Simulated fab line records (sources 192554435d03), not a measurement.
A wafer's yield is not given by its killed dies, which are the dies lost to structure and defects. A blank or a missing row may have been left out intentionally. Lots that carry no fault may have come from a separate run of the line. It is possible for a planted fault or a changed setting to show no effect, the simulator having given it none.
Chamber matching / flow n5_finfet / N5_BEOL_M3_DEP_57 on pecvd-02: 3 sister chambers
The step deposits SiCN from 3MS/NH3, target thk 8 nm, time 14 s. 3 wafers are shown with their chamber, then 7 later ones without.

WAFERS PAIRED WITH THEIR CHAMBERS
wafer=L086.3; chamber=1; showerhead_plenum_p_Torr (Torr)=3.654
wafer=L093.1; chamber=2; showerhead_plenum_p_Torr (Torr)=3.670
wafer=L093.4; chamber=0; showerhead_plenum_p_Torr (Torr)=3.674

WAFERS WITHOUT THEIR CHAMBER
wafer=L093.6; showerhead_plenum_p_Torr (Torr)=3.673
wafer=L096.3; showerhead_plenum_p_Torr (Torr)=3.669
wafer=L096.4; showerhead_plenum_p_Torr (Torr)=3.664
wafer=L096.5; showerhead_plenum_p_Torr (Torr)=3.679
wafer=L097.2; showerhead_plenum_p_Torr (Torr)=3.674
wafer=L097.3; showerhead_plenum_p_Torr (Torr)=3.666
wafer=L097.4; showerhead_plenum_p_Torr (Torr)=3.672

EACH ONE'S CHAMBER
wafer=L093.6; from the rows above=can't be placed: 0 or 2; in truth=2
wafer=L096.3; from the rows above=can't be placed: 2 or 0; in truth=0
wafer=L096.4; from the rows above=can't be placed: 2 or 0 or 1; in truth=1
wafer=L096.5; from the rows above=can't be placed: 0 or 2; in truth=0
wafer=L097.2; from the rows above=can't be placed: 0 or 2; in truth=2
wafer=L097.3; from the rows above=can't be placed: 2 or 0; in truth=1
wafer=L097.4; from the rows above=can't be placed: 0 or 2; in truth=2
Placed correctly: 0 of 7. Cannot be placed on the basis of these rows: 7; the candidates contain the true chamber in 6. 0 placed wrongly.
How it was worked out, from the rows above alone: a wafer's distance from a chamber is the root of the sum, over the readings, of the square of ((its reading less the chamber's mean) divided by the reading's scatter). If the next closest chamber is less than 2 further off than the closest, the wafer can't be placed; otherwise it belongs to the closest. For every chamber, the mean is computed from those of its wafers that are shown. The scatter (one wafer shown for each chamber): square how far every hidden wafer sits from the nearest shown wafer, average those squares and take the square root.
